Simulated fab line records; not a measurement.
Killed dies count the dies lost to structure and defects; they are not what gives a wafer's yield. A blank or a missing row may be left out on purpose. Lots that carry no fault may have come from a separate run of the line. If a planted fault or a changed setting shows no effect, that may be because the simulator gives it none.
fab line records    flow nandHarc
record lots=7  wafers=19  lastDay=33
route steps=1302 shown A_CHANNEL_HOLE_D1@482 A_CHANNEL_FILL_D1@490 END@1302
lots that met no fault: taken from a fault-free run of the same line
startH: hours from the record's opening day to when the first of the lot's shown wafers began    waitH: hours from the lot's prior step to this one    " the same as in the row above    L1.1+2: a single row standing in for several wafers    - no value, or no start was given    * or withheld: withheld    < > ~ a bound
route shown NAME@n: NAME is a module with steps in the file, n the number in the route of the first one    usual: mean/standard deviation taken from wafers without a fault    same: alike in all rows    chamber/n: place in a boat    sites: readings site by site    _std_site: their standard deviation    _edge_site: inner sites' mean taken away from outer sites' mean    radiusMm: how far each site lies from the wafer's centre    mask NAME#n: copy n    behind: the most recent tool/chamber to have shaped the wafer    hold: why the lot went on hold/how many hours it stayed there/how the hold came to an end    device: transistor that didn't switch, given as n, p or np    end of line: tests run on the same wafers once the route is complete    a step with no rows: only its recipe    killed: dies lost to structure and defects at the first sort, not the wafer's yield    map: a wafer's dies, x killed, . not, _ none there
set.NAME: the setting the step ran with; set.NAME@STEP: the setting that earlier step ran with    model.NAME: the simulator's own value behind a step, which no gauge read
lots seen at some steps along the route; tables by step, rows by wafer
services: the hour from which a tool's chamber was out of use, counted from the record's first day as startH (under 0 if before that day), plus the number of hours and why
## steps
# step NHARC_A_CHANNEL_HOLE_D1_STRIP_43
# recipe o2FlowSccm=400  cosFlowSccm=20  arFlowSccm=0  biasW=0  chemistry=O2/COS
# step NHARC_A_CHANNEL_HOLE_D1_ETCH_44
# recipe targetDepthA=1400  overetchA=140  timeS=77  ionEnergyEv=100  cf4FlowSccm=80  o2FlowSccm=20  arFlowSccm=0  rfW=300  biasW=100  chemistry=CF4/O2
# usual drypumpMotorCurrentA=6.0/0.44  oesProductAu=0.999/0.011  rfVppV=198.0/1.7  showerheadPlenumPTorr=1.34/0.068  throttleValvePct=13.397/0.0095
# same timeS=77
lot.wafer  tool        chamber  startH  waitH  drypumpMotorCurrentA  oesProductAu  rfHoursCounterH  rfVppV  showerheadPlenumPTorr  throttleValvePct
L663.2     rieDiel-02  1        192.35  0.0    6.2                   1.000         52               199.1   1.35                   13.390
L663.1     "           3        "       "      5.5                   1.017         44               195.8   1.24                   13.394
L663.5     "           1        "       "      6.2                   0.989         -                198.8   1.35                   13.399
L668.3     rieDiel-11  0        250.17  0.1    6.6                   0.986         12               196.8   1.29                   13.410
L668.6     "           1        "       "      5.8                   0.991         -                195.0   1.25                   13.390
L668.5     "           2        "       "      6.4                   1.001         -                197.2   1.36                   13.381
L670.4     rieDiel-11  2        275.62  0.1    6.4                   1.004         2                199.5   1.36                   13.402
L670.1     "           0        "       "      6.6                   0.984         2                196.7   1.29                   13.406
L670.6     "           1        "       "      5.8                   1.006         -                196.7   1.25                   13.395
L680.4     rieDiel-01  2        370.17  0.1    5.9                   0.993         56               201.5   1.43                   13.399
L680.1     "           1        "       "      6.0                   1.008         53               198.1   1.32                   13.395
L681.4     rieDiel-11  3        374.98  0.1    5.7                   1.003         9                200.5   1.43                   13.392
L681.6     "           1        "       "      5.8                   1.003         -                196.1   1.25                   13.398
L682.1     rieDiel-01  2        401.77  0.1    5.8                   1.000         4                201.1   1.43                   13.382
L682.4     "           3        "       "      5.7                   1.012         5                200.8   1.42                   13.395
L682.3     "           0        "       "      4.7                   1.010         5                198.4   1.34                   13.411
L684.3     rieDiel-11  2        409.29  0.1    6.4                   0.992         14               199.0   1.35                   13.394
L684.1     "           0        "       "      6.6                   0.985         12               196.0   1.28                   13.416
L684.5     "           2        "       "      6.4                   0.999         -                199.6   1.35                   13.382
# step NHARC_A_CHANNEL_HOLE_D1_STRIP_27
# recipe o2FlowSccm=500  arFlowSccm=0  biasW=0  chemistry=O2
# usual drypumpMotorCurrentA=6.0/0.45  oesProductAu=1.000/0.012  rfVppV=57.9/0.93  showerheadPlenumPTorr=3.54/0.17  throttleValvePct=17.035/0.0082
lot.wafer  tool        chamber  startH  waitH  drypumpMotorCurrentA  oesProductAu  rfHoursCounterH  rfVppV  showerheadPlenumPTorr  throttleValvePct
L663.1     rieDiel-02  1        -       -      6.2                   1.001         52               57.7    3.57                   17.039
L663.2     "           3        "       "      5.5                   1.018         44               56.4    3.29                   17.034
L663.5     "           1        "       "      6.2                   1.002         -                58.6    3.57                   17.046
L668.3     rieDiel-11  1        -       -      5.8                   0.986         12               56.9    3.32                   17.034
L668.5     "           0        "       "      6.6                   0.994         -                58.1    3.40                   17.042
L668.6     "           1        "       "      5.8                   0.981         -                58.4    3.32                   17.045
L670.1     rieDiel-11  3        -       -      5.7                   0.997         2                58.1    3.76                   17.041
L670.4     "           0        "       "      6.6                   0.991         2                57.7    3.40                   17.039
L670.6     "           0        "       "      6.6                   0.989         -                56.7    3.40                   17.046
L680.1     rieDiel-01  2        -       -      5.9                   0.979         56               58.4    3.78                   17.044
L680.4     "           3        "       "      5.7                   1.018         47               59.0    3.75                   17.039
L681.4     rieDiel-11  0        -       -      6.6                   1.000         10               56.7    3.40                   17.026
L681.6     "           3        "       "      5.7                   1.000         -                58.3    3.75                   17.052
L682.1     rieDiel-01  3        -       -      5.7                   1.005         5                58.5    3.75                   17.016
L682.4     "           0        "       "      4.7                   1.008         5                57.8    3.53                   17.022
L682.3     "           1        "       "      6.1                   0.990         4                55.8    3.47                   17.032
L684.3     rieDiel-11  3        -       -      5.6                   1.005         12               57.1    3.75                   17.037
L684.1     "           2        "       "      6.4                   0.994         14               57.9    3.58                   17.041
L684.5     "           0        "       "      6.6                   0.986         -                57.5    3.40                   17.032
# step NHARC_A_CHANNEL_HOLE_D1_PRECLEAN_28
# recipe timeS=*  tempC=50  bathAgeMin=0  chemistry=SC1
# step NHARC_A_CHANNEL_HOLE_D1_SRD_29
# step NHARC_A_CHANNEL_HOLE_D1_CD_MEAS_30
# usual cdNm=90.3/1.7
lot.wafer  tool      chamber  startH  waitH  cdNm
L663.1     cdSem-03  -        193.15  -      91.5
L663.2     "         -        "       "      91.7
L663.5     "         -        "       "      91.7
L668.3     cdSem-02  -        250.94  -      88.1
L668.5     "         -        "       "      91.7
L668.6     "         -        "       "      89.9
L670.1     cdSem-01  -        276.41  -      88.4
L670.4     "         -        "       "      91.6
L670.6     "         -        "       "      90.2
L680.1     cdSem-02  -        371.05  -      89.8
L680.4     "         -        "       "      88.4
L681.4     cdSem-03  -        375.76  -      91.1
L681.6     "         -        "       "      90.1
L682.1     cdSem-03  -        402.56  -      91.1
L682.3     "         -        "       "      91.1
L682.4     "         -        "       "      87.6
L684.1     cdSem-03  -        410.08  -      89.9
L684.3     "         -        "       "      91.7
L684.5     "         -        "       "      92.2
# step NHARC_A_CHANNEL_HOLE_D1_XSEM_31
# recipe landingEnergyEv=35000
# step NHARC_A_CHANNEL_HOLE_D1_INSPECT_40
# usual rawDefectCount=72/27
lot.wafer  tool              chamber  startH  waitH  rawDefectCount
L663.1     defectInspect-01  -        193.34  -      88
L663.2     "                 -        "       "      108
L663.5     "                 -        "       "      112
L668.3     defectInspect-02  -        251.12  -      51
L668.5     "                 -        "       "      35
L668.6     "                 -        "       "      22
L670.1     defectInspect-02  -        276.60  -      52
L670.4     "                 -        "       "      64
L670.6     "                 -        "       "      46
L680.1     defectInspect-01  -        371.24  -      38
L680.4     "                 -        "       "      53
L681.4     defectInspect-02  -        375.94  -      48
L681.6     "                 -        "       "      60
L682.1     defectInspect-02  -        402.74  -      40
L682.3     "                 -        "       "      43
L682.4     "                 -        "       "      66
L684.1     defectInspect-01  -        410.27  -      46
L684.3     "                 -        "       "      38
L684.5     "                 -        "       "      55
# step NHARC_A_CHANNEL_FILL_D1_PRECLEAN_00
# recipe timeS=*  tempC=50  bathAgeMin=0  chemistry=SC1
# step NHARC_A_CHANNEL_FILL_D1_SRD_01
# step NHARC_A_CHANNEL_FILL_D1_ALD_02
# recipe targetThkA=60  pulseTimeS=10  aldCycles=60  tempC=300  material=SiO2
# usual aldCycles=60/0  heaterPowerOuterW=265/25  heaterPowerW=475/37  precursorPulseHeightRel=0.998/0.018
lot.wafer  tool      chamber  startH  waitH  aldCycles  heaterPowerOuterW  heaterPowerW  precursorPulseHeightRel
L663.1     aldHk-03  0        193.60  -      60         238                486           0.989
L663.2     "         1        "       "      60         275                461           0.980
L663.5     "         0        "       "      60         239                478           1.009
L668.3     aldHk-04  1        251.46  -      60         257                444           0.968
L668.5     "         3        "       "      60         287                510           0.986
L668.6     "         0        "       "      60         264                500           0.968
L670.1     aldHk-02  1        278.08  -      60         257                444           0.997
L670.4     "         2        "       "      60         263                500           0.998
L670.6     "         1        "       "      60         245                447           1.001
L680.1     aldHk-04  2        371.52  -      60         260                462           1.010
L680.4     "         3        "       "      60         285                502           1.006
L681.4     aldHk-03  3        376.21  -      60         329                555           0.962
L681.6     "         2        "       "      60         283                495           1.016
L682.3     aldHk-04  2        402.94  -      60         261                472           1.001
L682.4     "         3        "       "      60         281                499           1.016
L682.1     "         1        "       "      60         247                436           1.011
L684.3     aldHk-02  2        410.46  -      60         281                509           0.997
L684.1     "         1        "       "      60         251                435           1.017
L684.5     "         3        "       "      60         224                430           0.977
# step NHARC_A_CHANNEL_FILL_D1_ALD_03
# recipe targetThkA=60  pulseTimeS=60  aldCycles=58  tempC=630  pressureTorr=2  material=SiNx
# usual aldCycles=58/0  chamberPressureTorr=1.999/0.0046  precursorPulseHeightRel=0.999/0.022
lot.wafer  tool            chamber  startH  waitH  aldCycles  chamberPressureTorr  precursorPulseHeightRel
L663.1     aldSinBatch-02  0        -       -      58         2.000                1.047
L663.2     "               0        "       "      58         1.998                1.022
L663.5     "               0        "       "      58         2.000                0.989
L668.3     aldSinBatch-01  0        -       -      58         2.004                0.997
L668.5     "               0        "       "      58         1.994                1.017
L668.6     "               0        "       "      58         1.995                0.984
L670.1     aldSinBatch-01  0        -       -      58         2.005                1.017
L670.4     "               0        "       "      58         2.003                1.019
L670.6     "               0        "       "      58         2.004                1.001
L680.1     aldSinBatch-02  0        -       -      58         2.000                1.005
L680.4     "               0        "       "      58         1.995                1.003
L681.4     aldSinBatch-01  0        -       -      58         2.003                1.002
L681.6     "               0        "       "      58         2.005                1.005
L682.1     aldSinBatch-01  0        -       -      58         1.998                0.979
L682.3     "               0        "       "      58         1.998                1.021
L682.4     "               0        "       "      58         1.997                1.013
L684.1     aldSinBatch-02  0        -       -      58         2.001                1.012
L684.3     "               0        "       "      58         2.004                0.998
L684.5     "               0        "       "      58         1.996                0.970
# step NHARC_A_CHANNEL_FILL_D1_ALD_14
# recipe targetThkA=25  pulseTimeS=10  aldCycles=25  tempC=300  material=SiO2
# usual aldCycles=25/0  heaterPowerOuterW=262/24  heaterPowerW=471/38  precursorPulseHeightRel=1.001/0.02
lot.wafer  tool      chamber  startH  waitH  aldCycles  heaterPowerOuterW  heaterPowerW  precursorPulseHeightRel
L663.1     aldHk-02  1        199.51  0.1    25         249                438           1.028
L663.2     "         2        "       "      25         275                473           1.031
L663.5     "         0        "       "      25         238                418           0.990
L668.3     aldHk-02  1        258.46  0.2    25         253                456           1.008
L668.5     "         2        "       "      25         263                499           0.985
L668.6     "         3        "       "      25         223                423           0.955
L670.4     aldHk-02  1        285.07  0.0    25         250                459           1.020
L670.1     "         0        "       "      25         241                415           0.992
L670.6     "         2        "       "      25         267                504           0.987
L680.4     aldHk-02  0        379.56  1.1    22         258                427           0.980
L680.1     "         1        "       "      22         251                439           0.990
L681.4     aldHk-02  3        383.18  0.1    22         232                428           1.002
L681.6     "         3        "       "      25         230                435           0.993
L682.3     aldHk-02  3        409.36  0.3    25         224                416           1.024
L682.4     "         1        "       "      22         255                443           1.041
L682.1     "         2        "       "      22         279                502           1.000
L684.1     aldHk-04  0        417.55  0.1    25         263                504           1.010
L684.3     "         1        "       "      25         248                449           1.003
L684.5     "         3        "       "      25         287                510           0.995
# step NHARC_A_CHANNEL_FILL_D1_ALD_15
# recipe targetThkA=20  pulseTimeS=60  aldCycles=19  tempC=630  pressureTorr=2  material=SiNx
# usual aldCycles=19/0  chamberPressureTorr=2.000/0.0044  precursorPulseHeightRel=1.000/0.021
lot.wafer  tool            chamber  startH  waitH  aldCycles  chamberPressureTorr  precursorPulseHeightRel
L663.1     aldSinBatch-02  0        -       -      19         2.000                1.000
L663.2     "               0        "       "      19         2.001                1.006
L663.5     "               0        "       "      19         2.002                0.996
L668.3     aldSinBatch-02  0        -       -      19         1.999                0.979
L668.5     "               0        "       "      19         2.001                0.971
L668.6     "               0        "       "      19         2.003                1.005
L670.1     aldSinBatch-01  0        -       -      19         2.000                0.985
L670.4     "               0        "       "      19         2.002                0.998
L670.6     "               0        "       "      19         2.000                0.974
L680.1     aldSinBatch-02  0        -       -      19         2.006                1.021
L680.4     "               0        "       "      19         1.999                0.979
L681.4     aldSinBatch-01  0        -       -      19         2.002                0.998
L681.6     "               0        "       "      19         2.007                1.027
L682.1     aldSinBatch-01  0        -       -      19         2.006                1.000
L682.3     "               0        "       "      19         1.996                0.989
L682.4     "               0        "       "      19         2.001                1.013
L684.1     aldSinBatch-01  0        -       -      19         1.999                0.978
L684.3     "               0        "       "      19         2.005                1.028
L684.5     "               0        "       "      19         2.000                0.999
# step NHARC_END_SORT_01
# recipe tempC=25
# usual killedAtArray=58/22  killedAtOther=1.0/1.3  killedAtPeriphery=5/3.4  killedDies=64/22  killedOpen=3.6/1.8  killedShort=2.4/1.7
# same grossDies=677
lot.wafer  tool       chamber  startH  waitH  killedAtArray  killedAtOther  killedAtPeriphery  killedDies  killedOpen  killedShort
L668.6     prober-02  0        626.24  4.0    44             3              8                  55          9           0
L670.1     prober-01  0        646.96  2.5    68             1              2                  71          5           4
L670.4     prober-01  0        649.39  3.4    52             1              3                  56          3           7
L670.6     prober-01  0        651.00  4.0    52             0              6                  58          5           3
L680.1     prober-01  0        750.06  2.5    56             0              1                  57          1           2
L680.4     prober-01  0        752.48  3.4    75             2              2                  79          6           3
L682.1     prober-01  0        771.31  2.5    73             1              2                  76          2           2
L682.3     prober-01  0        772.90  3.1    85             0              0                  85          3           2
L682.4     prober-01  0        773.69  3.4    83             0              5                  88          7           3
L684.1     prober-01  0        779.07  2.5    81             0              8                  89          4           3
L684.3     prober-01  0        780.69  3.1    66             0              10                 76          4           1
L684.5     prober-01  0        782.31  3.7    44             1              11                 56          1           0
# killed by level:class
L668.6 A_CHANNEL_HOLE_D2:chamberFilmFlake=32 A_ONON_D2:geometricParticle:open=3 A_CHANNEL_HOLE_D1:chamberFilmFlake=3 P_M0:geometricParticle:open=2 P_GATE:chamberFilmFlake=2 A_SLIT:chamberFilmFlake=2 A_CONTACT:chamberFilmFlake=2 THIN_TSV:chamberFilmFlake=2
L670.1 A_SLIT:chamberFilmFlake=31 A_CHANNEL_HOLE_D2:chamberFilmFlake=16 A_CHANNEL_HOLE_D1:chamberFilmFlake=6 A_CONTACT:chamberFilmFlake=4 A_WL_FILL:chamberFilmFlake=3 A_SGD_CUT:geometricParticle:short=2 P_GATE:geometricParticle:open=1 A_CHANNEL_HOLE_D1:geometricParticle:short=1
L670.4 A_SLIT:chamberFilmFlake=21 A_CHANNEL_HOLE_D2:chamberFilmFlake=8 A_CHANNEL_HOLE_D1:chamberFilmFlake=7 A_CONTACT:chamberFilmFlake=5 A_ONON_D1:geometricParticle:short=2 A_WL_FILL:geometricParticle:short=2 P_CONTACT:geometricParticle:open=1 P_M1:geometricParticle:short=1
L670.6 A_SLIT:chamberFilmFlake=27 A_CONTACT:chamberFilmFlake=9 A_CHANNEL_HOLE_D2:chamberFilmFlake=8 A_CHANNEL_HOLE_D1:chamberFilmFlake=3 P_GATE:geometricParticle:open=2 P_STI:chamberFilmFlake=2 P_CONTACT:geometricParticle:open=1 P_M0:geometricParticle:short=1
L680.1 A_SLIT:chamberFilmFlake=31 A_CHANNEL_HOLE_D1:chamberFilmFlake=8 A_CONTACT:chamberFilmFlake=5 A_ZERO_WELL:chamberFilmFlake=2 A_STAIRCASE:chamberFilmFlake=2 A_WL_FILL:chamberFilmFlake=2 A_CHANNEL_HOLE_D2:geometricParticle:short=1 A_CHANNEL_FILL_D2:geometricParticle:open=1
L680.4 A_SLIT:chamberFilmFlake=37 A_CHANNEL_HOLE_D1:chamberFilmFlake=16 A_STAIRCASE:chamberFilmFlake=4 A_CONTACT:chamberFilmFlake=4 A_WL_FILL:geometricParticle:open=2 THIN_TSV:chamberFilmFlake=2 P_M0:geometricParticle:open=1 A_SOURCE_PLATE:geometricParticle:open=1
L682.1 A_SLIT:chamberFilmFlake=29 A_CHANNEL_HOLE_D2:chamberFilmFlake=14 A_CHANNEL_HOLE_D1:chamberFilmFlake=13 A_CONTACT:chamberFilmFlake=4 A_STAIRCASE:chamberFilmFlake=3 A_WL_FILL:chamberFilmFlake=3 A_DECK1_JOINT:chamberFilmFlake=2 A_BLC:chamberFilmFlake=2
L682.3 A_SLIT:chamberFilmFlake=30 A_CHANNEL_HOLE_D2:chamberFilmFlake=23 A_CHANNEL_HOLE_D1:chamberFilmFlake=12 A_WL_FILL:chamberFilmFlake=5 A_CONTACT:chamberFilmFlake=4 A_DECK1_JOINT:chamberFilmFlake=2 A_STAIRCASE:chamberFilmFlake=2 A_SOURCE_PLATE:geometricParticle:short=1
L682.4 A_SLIT:chamberFilmFlake=27 A_CHANNEL_HOLE_D2:chamberFilmFlake=25 A_CHANNEL_HOLE_D1:chamberFilmFlake=10 A_CONTACT:chamberFilmFlake=4 A_STAIRCASE:chamberFilmFlake=3 A_WL_FILL:chamberFilmFlake=3 P_GATE:chamberFilmFlake=2 A_WL_FILL:geometricParticle:open=2
L684.1 A_SLIT:chamberFilmFlake=36 A_CHANNEL_HOLE_D2:chamberFilmFlake=32 P_CONTACT:chamberFilmFlake=6 A_STAIRCASE:chamberFilmFlake=3 A_ONON_D2:geometricParticle:short=2 A_SOURCE_PLATE:geometricParticle:open=1 A_ONON_D2:geometricParticle:open=1 A_SGD_CUT:geometricParticle:short=1
L684.3 A_CHANNEL_HOLE_D2:chamberFilmFlake=27 A_SLIT:chamberFilmFlake=27 P_CONTACT:chamberFilmFlake=3 P_STI:chamberFilmFlake=3 P_GATE:chamberFilmFlake=3 A_CHANNEL_FILL_D1:chamberFilmFlake=2 A_STAIRCASE:chamberFilmFlake=2 A_CONTACT:chamberFilmFlake=2
L684.5 A_SLIT:chamberFilmFlake=25 A_CHANNEL_HOLE_D2:chamberFilmFlake=11 P_CONTACT:chamberFilmFlake=4 P_STI:chamberFilmFlake=3 P_GATE:chamberFilmFlake=3 A_CHANNEL_HOLE_D1:chamberFilmFlake=2 P_GATE:geometricParticle:open=1 A_ZERO_WELL:chamberFilmFlake=1
## services
tool            chamber  startH  hours  kind
aldHk-02        -        170.00  10.0   pm
aldHk-02        0        170.00  10.0   ventCycle
aldHk-02        1        170.00  10.0   ventCycle
aldHk-02        2        170.00  10.0   ventCycle
aldHk-02        -        197.95  0.2    repair
rieDiel-01      -        203.96  9.0    pm
rieDiel-11      1        204.80  1.7    repair
aldHk-03        -        212.70  10.0   pm
rieDiel-02      1        214.91  6.9    repair
rieDiel-02      -        216.71  9.0    pm
rieDiel-11      2        232.07  3.9    repair
rieDiel-11      -        255.50  9.0    pm
aldHk-04        -        257.87  10.0   pm
aldSinBatch-02  -        266.00  26.0   pm
rieDiel-01      3        272.45  23.5   repair
aldHk-03        -        276.11  3.5    repair
aldHk-03        -        288.64  1.4    repair
rieDiel-11      3        297.73  8.3    repair
rieDiel-01      1        349.19  1.7    repair
rieDiel-11      2        353.76  6.2    repair
rieDiel-01      -        380.96  9.0    pm
rieDiel-11      0        381.66  5.1    repair
rieDiel-02      -        393.71  9.0    pm
rieDiel-11      -        397.67  0.7    repair
## key
firstSign step=NHARC_A_CHANNEL_FILL_D1_ALD_14  reading=aldCycles  direction=down  sigmas=99+  usual=25  struck=22
effect none on later readings
metAt NHARC_A_CHANNEL_FILL_D1_ALD_14
struckWafers L680.1,L680.4,L681.4,L682.1,L682.4
testerLeftOut L680,L681,L682
onsetBetween 285.07 379.56
fault kind=processParameterDrift  tool=aldHk-02  chamber=-  onsetH=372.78  steps=NHARC_A_CHANNEL_FILL_D1_ALD_14  channel=aldCycles  offset=-3  shape=step  endH=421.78  scope=struckWafersOnly  actsIn=theseRecipesOnly  stated=25
# testerLeftOut: of these lots the tester's yield and bins aren't shown, on N5 and GAA mostly nor the transistor test; their killed dies are dies lost to structure and defects alone, not to doping, threshold or leakage, so they don't give the yield
